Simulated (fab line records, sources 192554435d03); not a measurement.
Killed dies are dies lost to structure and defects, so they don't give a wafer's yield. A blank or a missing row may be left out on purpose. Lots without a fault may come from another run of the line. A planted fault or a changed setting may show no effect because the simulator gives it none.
Which tool did it? | flow n5_finfet | 12 lots, 36 wafers sampled, at 8 steps of a route of 1938

WHAT THE GAUGES READ, wafer by wafer
N5_BEOL_M11_OCD_MEAS_38.
lot  | measured     | on     | trench_depth_nm (nm)
L460 | day 10 06:39 | ocd-02 | 147.3 154.6 148.5
L458 | day 10 06:56 | ocd-02 | 147.9 148.3 147.8
L459 | day 10 19:56 | ocd-02 | 147.0 148.0 146.4
L461 | day 10 19:10 | ocd-02 | 150.4 149.7 149.4
L467 | day 13 02:34 | ocd-02 | 92.8 145.3 145.9
L469 | day 13 12:13 | ocd-02 | 94.6 145.0 146.7
L473 | day 14 06:14 | ocd-01 | 153.4 143.7 144.6
L474 | day 14 21:32 | ocd-02 | 153.5 149.0 153.1
L480 | day 15 20:59 | ocd-01 | 154.9 147.3 145.1
L479 | day 16 03:16 | ocd-02 | 150.2 152.9 147.4
L478 | day 16 02:48 | ocd-01 | 143.2 148.3 147.9
L481 | day 16 22:42 | ocd-01 | 147.3 149.0 144.9

N5_BEOL_M11_THK_MEAS_53: measures by xrf.
lot  | measured     | on            | M11_THK (nm)
L460 | day 10 09:25 | film_metro-02 | 138 146 141
L458 | day 10 10:14 | film_metro-02 | 140 142 141
L459 | day 10 23:50 | film_metro-01 | 140 142 139
L461 | day 10 22:50 | film_metro-01 | 141 141 140
L467 | day 13 05:37 | film_metro-01 | 85 139 140
L469 | day 13 16:02 | film_metro-02 | 84 136 138
L473 | day 14 08:30 | film_metro-01 | 147 136 136
L474 | day 15 00:54 | film_metro-01 | 148 143 146
L480 | day 15 23:40 | film_metro-02 | 148 140 136
L479 | day 16 05:25 | film_metro-01 | 145 145 139
L478 | day 16 05:20 | film_metro-01 | 137 143 140
L481 | day 17 01:12 | film_metro-01 | 137 139 136

N5_BEOL_M11_RS_MEAS_57: measures by four-point-probe.
lot  | measured     | on            | M11_RS (ohm/sq)
L460 | day 10 09:32 | film_metro-01 | 0.152 0.143 0.149
L458 | day 10 10:22 | film_metro-02 | 0.153 0.151 0.152
L459 | day 10 23:59 | film_metro-02 | 0.153 0.150 0.153
L461 | day 10 22:59 | film_metro-01 | 0.149 0.149 0.151
L467 | day 13 05:44 | film_metro-01 | 0.268 0.153 0.153
L469 | day 13 16:10 | film_metro-02 | 0.270 0.155 0.155
L473 | day 14 08:38 | film_metro-02 | 0.145 0.157 0.157
L474 | day 15 01:02 | film_metro-01 | 0.144 0.152 0.146
L480 | day 15 23:47 | film_metro-02 | 0.144 0.153 0.157
L479 | day 16 05:33 | film_metro-02 | 0.147 0.146 0.153
L478 | day 16 05:28 | film_metro-02 | 0.158 0.151 0.153
L481 | day 17 01:20 | film_metro-01 | 0.154 0.152 0.157

N5_BEOL_M15_RC_MEAS_101.
lot  | measured     | on        | COMB_M10 (S/m)             | COMB_M12 (S/m)          | COMB_M13 (S/m)          | COMB_M14 (S/m)          | COMB_M15 (S/m)          | COMB_M5 (S/m)           | COMB_M6 (S/m)           | COMB_M7 (S/m)           | COMB_M8 (S/m)           | COMB_M9 (S/m)              | SERP_M10 (ohm/um) | SERP_M11 (ohm/um) | SERP_M11_max_site (ohm/um) | SERP_M12 (ohm/um) | SERP_M13 (ohm/um) | SERP_M13_max_site (ohm/um) | SERP_M14 (ohm/um) | SERP_M5 (ohm/um) | SERP_M6 (ohm/um) | SERP_M7 (ohm/um) | SERP_M8 (ohm/um) | SERP_M9 (ohm/um)
L460 | day 11 09:50 | prober-01 | 1.72e-11 1.46e-11 1.27e-11 | 6.9e-12 6.3e-12 8.4e-12 | 4.4e-12 6e-12 4.3e-12   | 4.1e-12 4.9e-12 4.7e-12 | 2.5e-12 2.6e-12 3.5e-12 | 3.3e-11 3e-11 2.4e-11   | 1.6e-11 1.8e-11 2.4e-11 | 1.4e-11 2.8e-11 2.4e-11 | 2.6e-11 2e-11 2.3e-11   | 1.8e-11 1.79e-11 1.22e-11  | 3.09 3.13 3.14    | 3.01 2.89 3.04    | 3.09 3.00 3.13             | 0.628 0.631 0.599 | 0.296 0.314 0.298 | 0.300 0.315 0.303          | 0.157 0.158 0.156 | 38.5 38.4 38.9   | 12.9 13.0 14.0   | 14.4 14.1 15.4   | 13.2 13.6 14.2   | 3.26 3.16 3.30
L458 | day 11 15:02 | prober-01 | 1.3e-11 1.04e-11 1.25e-11  | 6.5e-12 5.5e-12 7e-12   | 6.7e-12 6.3e-12 5.3e-12 | 4.1e-12 4.9e-12 4.8e-12 | 2.3e-12 2.2e-12 3.3e-12 | 4.2e-11 4.1e-11 2.8e-11 | 3.5e-11 2.4e-11 2.7e-11 | 2.4e-11 2.5e-11 2.5e-11 | 2.8e-11 2.9e-11 3.5e-11 | 1.16e-11 1.45e-11 1.58e-11 | 3.10 3.06 3.28    | 3.12 3.00 3.03    | 3.21 3.21 3.11             | 0.624 0.625 0.609 | 0.322 0.306 0.311 | 0.324 0.310 0.314          | 0.161 0.163 0.161 | 38.3 38.7 39.8   | 13.8 12.8 13.5   | 13.3 13.4 13.5   | 12.9 13.4 13.0   | 3.09 3.14 3.12
L459 | day 12 03:43 | prober-02 | 1.58e-11 1.4e-11 2e-11     | 7.5e-12 7.1e-12 7.7e-12 | 5.1e-12 4.3e-12 5e-12   | 6.6e-12 3.7e-12 3.7e-12 | 2.4e-12 3.1e-12 4e-12   | 3e-11 4.1e-11 4.4e-11   | 2.3e-11 2.8e-11 1.9e-11 | 2.5e-11 3.3e-11 2.4e-11 | 3.1e-11 2.8e-11 2.7e-11 | 1.37e-11 2.35e-11 1.5e-11  | 3.04 3.09 3.00    | 3.14 3.05 3.25    | 3.21 3.09 3.37             | 0.641 0.668 0.629 | 0.316 0.317 0.312 | 0.322 0.321 0.315          | 0.158 0.160 0.168 | 41.1 38.2 39.6   | 13.0 14.1 13.7   | 13.5 13.4 13.8   | 13.5 13.5 13.7   | 3.06 3.11 3.09
L461 | day 12 02:47 | prober-02 | 1.34e-11 1.23e-11 1.44e-11 | 4.6e-12 6.3e-12 5.7e-12 | 3.6e-12 5.3e-12 4.6e-12 | 4.7e-12 4.1e-12 4.6e-12 | 3.1e-12 3.6e-12 3.2e-12 | 3.6e-11 3.5e-11 3.6e-11 | 2.3e-11 2.1e-11 1.9e-11 | 1.9e-11 2.6e-11 2.3e-11 | 3.1e-11 2.6e-11 2.8e-11 | 1.95e-11 1.58e-11 1.51e-11 | 3.01 2.96 2.98    | 2.99 2.99 3.10    | 3.04 3.10 3.18             | 0.630 0.654 0.630 | 0.309 0.315 0.315 | 0.310 0.316 0.319          | 0.160 0.158 0.149 | 38.8 38.8 38.9   | 14.4 13.7 14.3   | 14.7 13.8 14.6   | 14.1 13.4 12.6   | 3.20 3.05 3.16
L467 | day 14 07:58 | prober-02 | 1.08e-11 1.13e-11 1.35e-11 | 6.6e-12 8.5e-12 6.2e-12 | 4.8e-12 2.8e-12 3.6e-12 | 3.7e-12 4.4e-12 3.6e-12 | 1.9e-12 3e-12 3.3e-12   | 3e-11 3.2e-11 3.3e-11   | 2.2e-11 2.6e-11 2.7e-11 | 1.6e-11 3.2e-11 2.2e-11 | 3.7e-11 2.4e-11 2.8e-11 | 1.58e-11 1.56e-11 1.6e-11  | 2.99 3.04 3.09    | 5.42 3.19 3.11    | 5.50 3.22 3.20             | 0.662 0.644 0.628 | 0.312 0.312 0.320 | 0.315 0.315 0.322          | 0.158 0.154 0.159 | 35.6 37.0 36.4   | 12.9 13.4 13.4   | 13.5 14.1 13.8   | 13.7 13.9 13.9   | 3.00 3.03 3.21
L469 | day 14 15:04 | prober-02 | 1.48e-11 1.49e-11 1.12e-11 | 4.9e-12 6.5e-12 8.9e-12 | 6.2e-12 5.8e-12 7.8e-12 | 4e-12 6.1e-12 4.5e-12   | 2.4e-12 3e-12 3.9e-12   | 3.1e-11 3.7e-11 3e-11   | 2.6e-11 2.1e-11 3.3e-11 | 2.9e-11 2.5e-11 3.8e-11 | 2.4e-11 1.5e-11 2.3e-11 | 1.84e-11 1.63e-11 1.46e-11 | 2.99 3.11 3.01    | 5.52 3.15 3.11    | 5.81 3.27 3.21             | 0.628 0.610 0.618 | 0.315 0.318 0.316 | 0.317 0.319 0.317          | 0.160 0.149 0.163 | 38.9 38.5 40.2   | 13.9 13.8 13.9   | 14.6 14.3 13.9   | 14.5 14.4 13.7   | 2.95 3.11 2.94
L473 | day 15 15:05 | prober-02 | 1.47e-11 1.38e-11 1.34e-11 | 7.2e-12 6.6e-12 5.3e-12 | 3.5e-12 4.7e-12 6.7e-12 | 5.4e-12 3.3e-12 5.6e-12 | 2.7e-12 3.6e-12 3.2e-12 | 4.2e-11 4.1e-11 4.1e-11 | 1.9e-11 2.2e-11 2.5e-11 | 2.1e-11 2.6e-11 2.5e-11 | 2.8e-11 2.3e-11 2.6e-11 | 2.17e-11 1.51e-11 2.41e-11 | 2.97 2.96 2.93    | 2.94 3.17 3.13    | 3.03 3.24 3.19             | 0.618 0.632 0.617 | 0.324 0.309 0.320 | 0.325 0.312 0.323          | 0.152 0.153 0.154 | 36.4 40.7 40.5   | 14.3 13.8 14.9   | 14.7 14.1 13.7   | 14.0 13.5 13.6   | 3.13 2.98 3.17
L474 | day 16 02:23 | prober-02 | 2.05e-11 1.59e-11 1.82e-11 | 5e-12 6.6e-12 7.6e-12   | 4.3e-12 4.5e-12 3.5e-12 | 2.6e-12 3.8e-12 3.3e-12 | 2.1e-12 2.3e-12 2.1e-12 | 4.2e-11 3.4e-11 3.4e-11 | 1.8e-11 1.9e-11 2.5e-11 | 2.2e-11 2.6e-11 2.4e-11 | 2.9e-11 2e-11 2.8e-11   | 1.05e-11 1.18e-11 1.56e-11 | 2.97 3.12 3.08    | 2.93 3.09 2.94    | 3.07 3.11 3.09             | 0.631 0.643 0.635 | 0.319 0.308 0.320 | 0.322 0.310 0.323          | 0.161 0.150 0.148 | 37.0 37.0 39.1   | 13.8 13.5 13.3   | 12.9 14.2 13.6   | 13.2 13.2 14.3   | 3.10 3.11 2.89
L480 | day 17 00:24 | prober-02 | 1.51e-11 1.33e-11 1.51e-11 | 6.1e-12 4.7e-12 6.4e-12 | 3.2e-12 4.5e-12 4.2e-12 | 3.3e-12 3.6e-12 3.5e-12 | 3.6e-12 3.2e-12 2.2e-12 | 3.9e-11 4.9e-11 4.5e-11 | 2.8e-11 2.2e-11 3.2e-11 | 2.5e-11 2.1e-11 2.2e-11 | 2.6e-11 2.8e-11 3.6e-11 | 1.29e-11 1.54e-11 1.2e-11  | 3.03 2.87 2.92    | 2.88 3.02 3.17    | 3.01 3.17 3.22             | 0.623 0.629 0.635 | 0.307 0.311 0.324 | 0.309 0.313 0.330          | 0.168 0.157 0.153 | 36.0 37.2 38.6   | 13.1 13.7 14.3   | 14.0 13.8 13.5   | 13.6 14.5 13.3   | 3.17 3.12 3.24
L479 | day 17 05:41 | prober-02 | 9.4e-12 1.09e-11 9.7e-12   | 5.8e-12 4.9e-12 6e-12   | 6.3e-12 5.6e-12 5.5e-12 | 4e-12 3.4e-12 3.2e-12   | 2.3e-12 2.8e-12 2e-12   | 3.1e-11 3.8e-11 2.8e-11 | 3.1e-11 2.2e-11 2.5e-11 | 2.2e-11 1.9e-11 1.8e-11 | 2.4e-11 2e-11 2.4e-11   | 1.09e-11 9.6e-12 1.08e-11  | 3.09 3.04 3.08    | 2.95 2.90 3.04    | 3.04 3.02 3.16             | 0.620 0.611 0.614 | 0.303 0.321 0.316 | 0.305 0.322 0.319          | 0.161 0.155 0.153 | 39.5 36.9 40.9   | 13.7 13.4 14.4   | 13.8 14.9 14.2   | 14.4 13.5 14.1   | 3.13 2.99 3.11
L478 | day 17 05:08 | prober-01 | 1.23e-11 1.66e-11 1.18e-11 | 8.6e-12 6.6e-12 5.8e-12 | 4e-12 4.7e-12 6.1e-12   | 3.3e-12 3.7e-12 3.9e-12 | 2.3e-12 3.1e-12 2.2e-12 | 3.2e-11 4.2e-11 3.4e-11 | 2.5e-11 2.6e-11 3.4e-11 | 2.6e-11 3.6e-11 2.6e-11 | 2.2e-11 1.8e-11 2.2e-11 | 1.02e-11 1.07e-11 1.35e-11 | 3.10 3.22 3.00    | 3.22 3.03 3.07    | 3.30 3.19 3.18             | 0.617 0.667 0.643 | 0.318 0.319 0.313 | 0.320 0.322 0.317          | 0.151 0.161 0.148 | 38.3 40.0 38.0   | 13.0 13.4 13.0   | 13.1 13.9 13.2   | 14.5 13.9 13.3   | 3.05 3.18 2.92
L481 | day 17 22:10 | prober-01 | 1.81e-11 1.79e-11 1.65e-11 | 6.1e-12 7.9e-12 6e-12   | 3.6e-12 4.9e-12 5e-12   | 4.2e-12 3.5e-12 3.8e-12 | 2e-12 2.1e-12 2.8e-12   | 2.3e-11 3e-11 3.1e-11   | 1.3e-11 2e-11 2.6e-11   | 2.1e-11 2.7e-11 2.2e-11 | 3.1e-11 2.7e-11 3.1e-11 | 8.8e-12 1.02e-11 1.44e-11  | 2.97 2.82 2.93    | 3.13 3.08 3.22    | 3.29 3.10 3.33             | 0.638 0.631 0.627 | 0.316 0.316 0.312 | 0.318 0.318 0.316          | 0.158 0.159 0.150 | 39.5 38.0 39.1   | 14.4 13.9 14.5   | 13.9 13.4 13.8   | 12.8 13.5 12.9   | 3.08 3.16 3.30

WHICH TOOL RAN EACH LOT (tool, then ch and the chambers of the sampled wafers, then the start)
lot  | N5_BEOL_M11_ETCH_61                | N5_BEOL_M11_TRENCH_ETCH_37         | N5_BEOL_M11_ETCH_41                           | N5_BEOL_M11_PRE_CLEAN_45
L460 | rie_diel-05 ch 0,1,2, day 10 05:01 | rie_diel-02 ch 0,3, day 10 06:28   | rie_diel-02 ch 0,3, day 10 06:39 or earlier   | pvd_sputter-01, day 10 07:31
L458 | rie_diel-04 ch 0,2,3, day 10 05:16 | rie_diel-05 ch 1,2, day 10 06:44   | rie_diel-05 ch 1,2, day 10 06:56 or earlier   | pvd_sputter-01, day 10 07:43
L459 | rie_diel-05 ch 1,2,3, day 10 13:48 | rie_diel-05 ch 2,3, day 10 19:46   | rie_diel-05 ch 2,3, day 10 19:56 or earlier   | pvd_sputter-02, day 10 21:58
L461 | rie_diel-02 ch 0,3, day 10 14:11   | rie_diel-04 ch 0,2, day 10 18:59   | rie_diel-04 ch 0,2, day 10 19:10 or earlier   | pvd_sputter-01, day 10 19:54
L467 | rie_diel-05 ch 1,2, day 13 01:09   | rie_diel-05 ch 2,3, day 13 02:22   | rie_diel-05 ch 2,3, day 13 02:34 or earlier   | pvd_sputter-02, day 13 04:04
L469 | rie_diel-04 ch 1,3, day 13 10:36   | rie_diel-05 ch 0,1,3, day 13 12:02 | rie_diel-05 ch 0,1,3, day 13 12:13 or earlier | pvd_sputter-02, day 13 13:01
L473 | rie_diel-02 ch 1,2,3, day 14 02:34 | rie_diel-02 ch 0,2,3, day 14 06:04 | rie_diel-02 ch 0,2,3, day 14 06:14 or earlier | pvd_sputter-02, day 14 06:52
L474 | rie_diel-02 ch 1,3, day 14 19:56   | rie_diel-04 ch 0,2, day 14 21:20   | rie_diel-04 ch 0,2, day 14 21:32 or earlier   | pvd_sputter-02, day 14 23:28
L480 | rie_diel-04 ch 1,2,3, day 15 18:04 | rie_diel-02 ch 0,1,2, day 15 20:47 | rie_diel-02 ch 0,1,2, day 15 20:59 or earlier | pvd_sputter-02, day 15 21:41
L479 | rie_diel-02 ch 0,1,2, day 16 00:31 | rie_diel-04 ch 0,2,3, day 16 03:05 | rie_diel-04 ch 0,2,3, day 16 03:16 or earlier | pvd_sputter-03, day 16 03:50
L478 | rie_diel-05 ch 1,2, day 16 00:45   | rie_diel-02 ch 1,3, day 16 02:37   | rie_diel-02 ch 1,3, day 16 02:48 or earlier   | pvd_sputter-03, day 16 03:32
L481 | rie_diel-04 ch 0,1,2, day 16 21:22 | rie_diel-05 ch 0,1,2, day 16 22:31 | rie_diel-05 ch 0,1,2, day 16 22:42 or earlier | pvd_sputter-01, day 16 23:22
- N5_BEOL_M11_ETCH_61: etches SiARC in CF4, target depth 39 nm, time 65 s.
- N5_BEOL_M11_TRENCH_ETCH_37: etches SiCOH lowk in C4F6/O2, target depth 148.83 nm, time 48 s.
- N5_BEOL_M11_ETCH_41: etches SiCN in CH3F/O2, target depth 42.6 nm, time 86 s.
- N5_BEOL_M11_PRE_CLEAN_45: time 30 s.

WHAT THE TOOLS THEMSELVES READ (means of the sampled wafers that have a number; where no wafer has one, the mark that the record gives instead)
N5_BEOL_M11_ETCH_61.
lot  | tool        | drypump_motor_current_A (A) | etch_rf_on_time_s (s) | oes_product_au (a.u.) | rf_vpp_V (V) | showerhead_plenum_p_Torr (Torr) | throttle_valve_pct (%)
L460 | rie_diel-05 | 5.8                         | 64.7                  | 0.67                  | 183.5        | 2.13                            | 15.57
L458 | rie_diel-04 | 5.5                         | 65.4                  | 0.73                  | 184.7        | 2.22                            | 15.50
L459 | rie_diel-05 | 6.1                         | 65.9                  | 0.69                  | 183.0        | 2.08                            | 15.55
L461 | rie_diel-02 | 5.6                         | 63.5                  | 0.78                  | 185.0        | 2.22                            | 15.43
L467 | rie_diel-05 | 5.9                         | 64.8                  | 0.67                  | 183.5        | 2.07                            | 15.59
L469 | rie_diel-04 | 5.4                         | 65.2                  | 0.76                  | 185.5        | 2.22                            | 15.20
L473 | rie_diel-02 | 6.5                         | 68.2                  | 0.66                  | 183.1        | 2.13                            | 15.77
L474 | rie_diel-02 | 6.3                         | 67.2                  | 0.68                  | 182.8        | 2.11                            | 15.64
L480 | rie_diel-04 | 5.5                         | 64.9                  | 0.75                  | 185.6        | 2.21                            | 15.23
L479 | rie_diel-02 | 6.0                         | 65.2                  | 0.71                  | 185.1        | 2.17                            | 15.63
L478 | rie_diel-05 | 6.2                         | 65.3                  | 0.68                  | 183.2        | 2.08                            | 15.66
L481 | rie_diel-04 | 5.5                         | 64.1                  | 0.75                  | 184.5        | 2.18                            | 15.39

N5_BEOL_M11_TRENCH_ETCH_37.
lot  | tool        | C4F6_flow_sccm (sccm) | O2_flow_sccm (sccm) | drypump_motor_current_A (A) | oes_product_au (a.u.) | rf_vpp_V (V) | showerhead_plenum_p_Torr (Torr) | throttle_valve_pct (%)
L460 | rie_diel-02 | 10.00                 | 10.005              | 6.0                         | 0.84                  | 662          | 2.89                            | 20.89
L458 | rie_diel-05 | 9.98                  | 10.013              | 5.9                         | 0.80                  | 646          | 2.76                            | 20.85
L459 | rie_diel-05 | 10.00                 | 10.010              | 6.4                         | 0.84                  | 653          | 2.77                            | 20.87
L461 | rie_diel-04 | 9.99                  | 10.012              | 5.5                         | 0.86                  | 669          | 2.91                            | 21.05
L467 | rie_diel-05 | 9.95                  | 9.983               | 6.4                         | 0.73                  | 661          | 2.74                            | 20.81
L469 | rie_diel-05 | 10.02                 | 10.004              | 5.8                         | 0.68                  | 657          | 2.79                            | 20.83
L473 | rie_diel-02 | 10.01                 | 10.011              | 6.1                         | 0.81                  | 660          | 2.89                            | 20.98
L474 | rie_diel-04 | 10.04                 | 9.953               | 5.6                         | 0.93                  | 667          | 2.92                            | 20.80
L480 | rie_diel-02 | 9.98                  | 9.997               | 6.0                         | 0.84                  | 661          | 2.88                            | 20.96
L479 | rie_diel-04 | 10.02                 | 9.981               | 5.5                         | 0.88                  | 660          | 2.94                            | 20.79
L478 | rie_diel-02 | 10.02                 | 10.020              | 6.3                         | 0.79                  | 665          | 2.81                            | 21.05
L481 | rie_diel-05 | 10.05                 | 9.984               | 5.9                         | 0.82                  | 651          | 2.80                            | 20.80

N5_BEOL_M11_ETCH_41.
lot  | tool        | O2_flow_sccm (sccm) | drypump_motor_current_A (A) | oes_product_au (a.u.) | rf_vpp_V (V) | showerhead_plenum_p_Torr (Torr) | throttle_valve_pct (%)
L460 | rie_diel-02 | 20.06               | 6.0                         | 0.84                  | 298.0        | 2.03                            | 16.27
L458 | rie_diel-05 | 20.00               | 5.9                         | 0.79                  | 296.3        | 1.93                            | 16.24
L459 | rie_diel-05 | 20.05               | 6.4                         | 0.84                  | 295.6        | 1.95                            | 16.25
L461 | rie_diel-04 | 19.99               | 5.5                         | 0.86                  | 298.8        | 2.05                            | 16.38
L467 | rie_diel-05 | 20.06               | 6.4                         | 0.79                  | 296.4        | 1.92                            | 16.24
L469 | rie_diel-05 | 20.04               | 5.8                         | 0.73                  | 296.3        | 1.96                            | 16.28
L473 | rie_diel-02 | 20.01               | 6.1                         | 0.81                  | 298.3        | 2.03                            | 16.36
L474 | rie_diel-04 | 19.94               | 5.6                         | 0.93                  | 297.4        | 2.04                            | 16.10
L480 | rie_diel-02 | 20.00               | 6.0                         | 0.84                  | 297.8        | 2.02                            | 16.32
L479 | rie_diel-04 | 19.99               | 5.5                         | 0.88                  | 298.9        | 2.07                            | 16.13
L478 | rie_diel-02 | 20.00               | 6.3                         | 0.79                  | 296.3        | 1.97                            | 16.38
L481 | rie_diel-05 | 19.95               | 5.8                         | 0.81                  | 296.9        | 1.96                            | 16.19

N5_BEOL_M11_PRE_CLEAN_45.
lot  | tool           | heater_power_w (W)
L460 | pvd_sputter-01 | 348
L458 | pvd_sputter-01 | 351
L459 | pvd_sputter-02 | 345
L461 | pvd_sputter-01 | 331
L467 | pvd_sputter-02 | 339
L469 | pvd_sputter-02 | 337
L473 | pvd_sputter-02 | 344
L474 | pvd_sputter-02 | 339
L480 | pvd_sputter-02 | 325
L479 | pvd_sputter-03 | 330
L478 | pvd_sputter-03 | 332
L481 | pvd_sputter-01 | 338

THE ANSWER, worked out from the rows above alone
Rule: what is usual is taken from the lots themselves. Put in order of their means at a reading, lots are off if they are a third of the lots or fewer, leave a main group of 4 or more, and stand apart from it by a gap of 3 or more times the standard deviation of the main group's means; of several such gaps the widest counts. A main group whose means are all the same, to the digits that the tables above print for the reading, isn't used. A lot without any number at a reading at which 4 lots or more have one is off too. The other lots that the step has rows for count as sound. The gauges are gone through in route order, then the tools' own readings, and for those a lot's mean is taken as printed above. The first step at which some lot is off is used, and at that step the reading that is off furthest; a lot without a number counts as furthest.
Off: L467, L469, at N5_BEOL_M11_OCD_MEAS_38 (trench_depth_nm). The main group: mean 148.7 nm, standard deviation 1.7.
A tool fits if, at a process step before that reading, it ran every lot that is off, and no sound lot after the first of them. The gauges at N5_BEOL_M11_OCD_MEAS_38 aren't tried: what is off there is off at N5_BEOL_M11_THK_MEAS_53 too, on other tools, and a gauge's error can't cause that. N5_BEOL_M11_ETCH_41 gives no start for some lots, so the hours and the order of its lots are those of N5_BEOL_M11_OCD_MEAS_38. None of those tried fits.

WHAT THE SIMULATOR HAD PUT IN
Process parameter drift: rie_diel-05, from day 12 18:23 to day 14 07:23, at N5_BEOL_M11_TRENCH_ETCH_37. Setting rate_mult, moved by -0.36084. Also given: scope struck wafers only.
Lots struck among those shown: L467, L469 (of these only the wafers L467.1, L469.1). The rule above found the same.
